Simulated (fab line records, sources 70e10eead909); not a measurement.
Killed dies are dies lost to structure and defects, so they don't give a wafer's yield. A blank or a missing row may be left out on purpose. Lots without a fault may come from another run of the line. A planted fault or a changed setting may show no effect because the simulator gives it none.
fab line records | flow nand_harc
record lots=13 wafers=39 last_day=22
route steps=1159 shown P_START@1 P_ZERO_WELL@26 P_STI@92 P_GATE@124
lots that met no fault: from a run of the same line without faults
start_h: hours from the record's first day to the start of the lot's first wafer shown | wait_h: hours since the lot's step before | " the same as in the row above | L1.1+2: a row that stands for several wafers | - no value, or no start given | * or withheld: withheld | < > ~ a bound
route shown NAME@n: a module of which the file shows steps, and the number in the route of the first | usual: mean/standard deviation of fault-free wafers | same: alike in all rows | chamber/n: place in a boat | sites: the reading at each site | _std_site: their standard deviation | _edge_site: outer sites' mean less inner sites' | radius_mm: how far each site lies from the wafer's centre | mask NAME#n: copy n | behind: the tool/chamber that last shaped the wafer | hold: why the lot was held/for how many hours/how that ended | device: the transistor (n, p or np) that didn't switch | end of line: the same wafers' tests at the end of the route | a step without rows: its recipe alone | killed: dies lost to structure and defects at the first sort, not the wafer's yield | map: a wafer's dies, x killed, . not, _ none there
set.NAME: the setting as run; set.NAME@STEP: as run at that earlier step | model.NAME: the simulator's own value behind a step, which no gauge read
steps of the route over a sample of lots; a table a step, a row a wafer
services: from which hour (start_h, from the record's first day; less than 0 if before it) a tool's chamber was out of use, for how many hours, and why
## steps
# step NHARC_P_START_INSPECT_01
# usual raw_defect_count=3.3/1.9
# columns lot.wafer tool chamber start_h wait_h raw_defect_count
L848.1 defect_inspect-02 - 12.04 - 3
L848.5 " - " " 5
L848.6 " - " " 5
L849.2 defect_inspect-01 - 18.04 - 3
L849.3 " - " " 2
L849.4 " - " " 3
L850.1 defect_inspect-02 - 24.04 - 1
L850.2 " - " " 2
L850.4 " - " " 11
L851.2 defect_inspect-02 - 30.04 - 1
L851.3 " - " " 2
L851.5 " - " " 4
L852.3 defect_inspect-02 - 36.04 - 3
L852.5 " - " " 2
L852.6 " - " " 6
L853.2 defect_inspect-02 - 42.04 - 2
L853.3 " - " " 5
L853.6 " - " " 1
L855.2 defect_inspect-02 - 54.04 - 5
L855.3 " - " " 2
L855.5 " - " " 6
L858.1 defect_inspect-02 - 72.03 - 4
L858.4 " - " " 4
L858.5 " - " " 4
L859.2 defect_inspect-01 - 78.04 - 3
L859.3 " - " " 0
L859.6 " - " " 5
L860.3 defect_inspect-01 - 84.04 - 4
L860.4 " - " " 5
L860.5 " - " " 1
L861.2 defect_inspect-02 - 90.04 - 2
L861.3 " - " " 4
L861.4 " - " " 6
L862.1 defect_inspect-02 - 96.03 - 1
L862.4 " - " " 4
L862.5 " - " " 3
L863.2 defect_inspect-02 - 102.04 - 2
L863.3 " - " " 0
L863.6 " - " " 3
# step NHARC_P_ZERO_WELL_EXPOSE_21
# recipe na=0.6 target_cd_nm=720 dose_mj=22.31 mask_id=P_NWELL
# columns lot.wafer tool chamber start_h wait_h mask
L848.1+5+6 krf_scanner-01 0 14.54 - P_NWELL#0
L849.2+3+4 krf_scanner-04 0 20.60 - P_NWELL#0
L850.1+2+4 krf_scanner-03 0 26.62 - P_NWELL#0
L851.2+3+5 krf_scanner-01 0 32.33 - P_NWELL#0
L852.3+5+6 krf_scanner-04 0 38.45 - P_NWELL#0
L853.2+3+6 krf_scanner-04 0 44.32 - P_NWELL#0
L855.2+3+5 krf_scanner-04 0 56.41 - P_NWELL#0
L858.1+4+5 krf_scanner-01 0 74.17 - P_NWELL#0
L859.2+3+6 krf_scanner-04 0 80.53 - P_NWELL#0
L860.3+4+5 krf_scanner-04 0 86.33 - P_NWELL#0
L861.2+3+4 krf_scanner-03 0 92.34 - P_NWELL#0
L862.1+4+5 krf_scanner-04 0 98.42 - P_NWELL#0
L863.2+3+6 krf_scanner-04 0 104.31 - P_NWELL_R1#0
# step NHARC_P_ZERO_WELL_CD_MEAS_24
# recipe target_cd_nm=720 landing_energy_ev=500
# usual cd_nm=720.3/1.7
# columns lot.wafer tool chamber start_h wait_h cd_nm
L848.1 cd_sem-02 0 14.69 - 721.8
L848.5 " 0 " " 722.5
L848.6 " 0 " " 721.8
L849.2 cd_sem-02 0 20.76 - 720.7
L849.3 " 0 " " 720.8
L849.4 " 0 " " 725.2
L850.1 cd_sem-01 0 26.78 - 724.2
L850.2 " 0 " " 723.2
L850.4 " 0 " " 721.7
L851.2 cd_sem-02 0 32.48 - 720.7
L851.3 " 0 " " 719.5
L851.5 " 0 " " 719.4
L852.3 cd_sem-01 0 38.61 - 721.6
L852.5 " 0 " " 720.4
L852.6 " 0 " " 721.1
L853.2 cd_sem-02 0 44.48 - 721.8
L853.3 " 0 " " 722.6
L853.6 " 0 " " 721.8
L855.2 cd_sem-01 0 56.56 - 720.0
L855.3 " 0 " " 719.0
L855.5 " 0 " " 716.6
L858.1 cd_sem-01 0 74.33 - 718.1
L858.4 " 0 " " 720.3
L858.5 " 0 " " 719.6
L859.2 cd_sem-03 0 80.69 - 719.0
L859.3 " 0 " " 720.0
L859.6 " 0 " " 722.7
L860.3 cd_sem-03 0 86.48 - 718.1
L860.4 " 0 " " 719.6
L860.5 " 0 " " 721.2
L861.2 cd_sem-01 0 92.49 - 721.9
L861.3 " 0 " " 721.2
L861.4 " 0 " " 722.0
L862.1 cd_sem-01 0 98.58 - 721.7
L862.4 " 0 " " 722.1
L862.5 " 0 " " 719.2
L863.2 cd_sem-01 0 104.47 - 697.4
L863.3 " 0 " " 695.5
L863.6 " 0 " " 693.9
# step NHARC_P_STI_OCD_MEAS_17
# usual trench_depth_nm=299/5.8 trench_foot_cd_nm=159/3.3
# columns lot.wafer tool chamber start_h wait_h trench_depth_nm trench_foot_cd_nm
L848.1 ocd-02 - 39.80 0.1 291 155
L848.5 " - " " 298 157
L848.6 " - " " 304 153
L849.2 ocd-01 - 39.96 0.1 307 160
L849.3 " - " " 301 160
L849.4 " - " " 297 159
L850.1 ocd-01 - 48.00 0.1 296 155
L850.2 " - " " 299 159
L850.4 " - " " 301 158
L852.3 ocd-02 - 59.00 0.1 297 155
L852.5 " - " " 297 160
L852.6 " - " " 311 157
L851.2 ocd-01 - 59.16 0.1 297 158
L851.3 " - " " 294 155
L851.5 " - " " 295 156
L853.2 ocd-01 - 65.70 0.1 305 156
L853.3 " - " " 300 153
L853.6 " - " " 293 157
L855.2 ocd-01 - 77.83 0.1 303 159
L855.3 " - " " 304 162
L855.5 " - " " 301 158
L858.1 ocd-01 - 95.36 0.1 298 154
L858.4 " - " " 297 159
L858.5 " - " " 300 155
L860.3 ocd-01 - 104.22 0.1 310 156
L860.4 " - " " 298 159
L860.5 " - " " 311 154
L859.2 ocd-02 - 104.25 0.1 301 163
L859.3 " - " " 292 162
L859.6 " - " " 292 163
L861.2 ocd-01 - 115.23 0.1 302 156
L861.3 " - " " 292 159
L861.4 " - " " 302 156
L862.1 ocd-02 - 119.87 0.1 303 159
L862.4 " - " " 300 153
L862.5 " - " " 296 156
L863.2 ocd-02 - 126.92 0.1 301 163
L863.3 " - " " 301 157
L863.6 " - " " 301 162
# step NHARC_P_GATE_DESCUM_13
# recipe time_s=3 o2_flow_sccm=200 ar_flow_sccm=0 bias_power_w=0 chemistry=O2
# usual drypump_motor_current_A=5.49/0.28 oes_product_au=0.999/0.012 rf_vpp_V=57.6/0.96 showerhead_plenum_p_Torr=1.87/0.077 throttle_valve_pct=11.311/0.0095
# columns lot.wafer tool chamber start_h wait_h drypump_motor_current_A oes_product_au rf_hours_counter_h rf_vpp_V showerhead_plenum_p_Torr throttle_valve_pct
L849.3 rie_diel-11 3 79.03 - 5.12 0.998 9 57.6 1.83 11.320
L849.2 " 0 " " 5.65 1.018 8 56.5 1.78 11.304
L849.4 " 2 " " 5.19 0.989 9 58.2 1.90 11.320
L848.1 rie_diel-11 1 79.10 - 5.77 0.988 9 58.8 1.88 11.316
L848.5 " 1 " " 5.78 0.991 - 59.2 1.88 11.303
L848.6 " 2 " " 5.21 0.997 - 56.0 1.90 11.306
L850.4 rie_diel-06 1 84.12 - 6.08 1.006 6 57.6 1.94 11.311
L850.2 " 3 " " 5.76 0.993 7 59.4 2.03 11.309
L850.1 " 0 " " 5.40 1.027 7 57.4 1.80 11.295
L852.3 rie_diel-11 1 97.03 - 5.77 0.993 13 59.0 1.87 11.322
L852.5 " 3 " " 5.12 0.990 - 56.0 1.83 11.309
L852.6 " 0 " " 5.65 1.017 - 56.6 1.78 11.306
L851.2 rie_diel-11 2 97.18 - 5.23 0.987 13 57.8 1.89 11.315
L851.3 " 0 " " 5.64 1.025 12 56.9 1.78 11.304
L851.5 " 2 " " 5.19 0.990 - 59.1 1.89 11.333
L853.2 rie_diel-05 3 101.46 - 5.37 1.015 39 57.1 1.77 11.316
L853.3 " 1 " " 5.42 0.994 40 58.3 1.91 11.312
L853.6 " 3 " " 5.40 1.002 - 58.0 1.77 11.296
L855.3 rie_diel-11 3 110.70 - 5.13 0.985 16 57.5 1.82 11.325
L855.2 " 2 " " 5.19 0.994 16 57.8 1.89 11.310
L855.5 " 0 " " 5.59 1.016 - 56.6 1.78 11.314
L858.1 rie_diel-11 2 133.78 - 5.19 1.002 19 58.1 1.89 11.305
L858.4 " 3 " " 5.09 0.989 19 58.7 1.82 11.332
L858.5 " 2 " " 5.19 1.005 - 59.2 1.89 11.312
L861.3 rie_diel-11 2 149.83 - 5.20 0.985 22 57.9 1.89 11.329
L861.4 " 0 " " 5.62 1.016 21 58.2 1.78 11.330
L861.2 " 1 " " 5.77 0.990 22 57.5 1.87 11.309
L860.3 rie_diel-11 2 149.99 - 5.19 0.989 22 57.6 1.89 11.310
L860.4 " 3 " " 5.10 0.997 22 57.5 1.82 11.318
L860.5 " 2 " " 5.17 0.986 - 57.8 1.89 11.304
L859.2 rie_diel-11 1 150.17 - 5.77 0.981 22 57.5 1.87 11.318
L859.3 " 2 " " 5.19 0.980 22 57.8 1.89 11.284
L859.6 " 0 " " 5.60 1.009 - 57.2 1.78 11.313
L862.4 rie_diel-05 2 157.31 - 5.73 0.996 60 58.6 2.03 11.301
L862.1 " 3 " " 5.37 1.009 59 56.4 1.76 11.303
L862.5 " 1 " " 5.42 0.989 - 57.7 1.90 11.314
L863.3 rie_diel-11 3 164.17 - 5.13 0.984 25 58.3 1.82 11.309
L863.2 " 0 " " 5.63 1.009 24 56.0 1.78 11.320
L863.6 " 3 " " 5.13 0.979 - 56.5 1.82 11.307
## services
# columns tool chamber start_h hours kind
rie_diel-11 0 -8.50 - clean
rie_diel-11 1 -8.50 - clean
rie_diel-11 2 -8.50 - clean
krf_scanner-01 - -6.40 0.1 repair
rie_diel-05 - -5.82 9.0 pm
krf_scanner-04 - -4.93 8.2 repair
krf_scanner-03 - -4.00 4.0 pm
krf_scanner-01 - 0.24 0.5 repair
rie_diel-05 0 8.57 4.2 repair
rie_diel-11 - 12.50 9.0 pm
krf_scanner-04 - 15.52 3.4 repair
rie_diel-11 0 42.20 9.4 repair
krf_scanner-01 - 46.63 10.8 repair
krf_scanner-03 - 48.55 0.3 repair
rie_diel-06 - 64.20 9.0 pm
rie_diel-11 - 69.80 1.6 repair
krf_scanner-01 - 84.00 4.0 pm
krf_scanner-01 - 95.86 1.9 repair
rie_diel-05 - 115.10 0.3 repair
rie_diel-05 0 115.43 4.8 repair
krf_scanner-04 - 126.00 4.0 pm
krf_scanner-04 - 133.99 0.5 repair
krf_scanner-03 - 140.37 0.3 repair
krf_scanner-03 - 141.50 3.3 repair
## key
first_sign step=NHARC_P_ZERO_WELL_EXPOSE_21 reading=mask direction=changed
effect step=NHARC_P_ZERO_WELL_CD_MEAS_24 reading=cd_nm direction=down sigmas=14 usual=720.3 struck=695.6
met_at NHARC_P_ZERO_WELL_EXPOSE_21
struck_lots L863
tester_left_out L863
not_acting_at NHARC_P_START_INSPECT_01,NHARC_P_STI_OCD_MEAS_17,NHARC_P_GATE_DESCUM_13
onset_between 98.42 104.31
fault kind=wrong_mask tool=any chamber=- onset_h=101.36 steps=NHARC_P_ZERO_WELL_EXPOSE_21 aux_copy=P_NWELL_R1#0 cd_offset_nm=-22.882 scope=struck_lots_only
# tester_left_out: of these lots the tester's yield and bins aren't shown, on N5 and GAA mostly nor the transistor test; their killed dies are dies lost to structure and defects alone, not to doping, threshold or leakage, so they don't give the yield
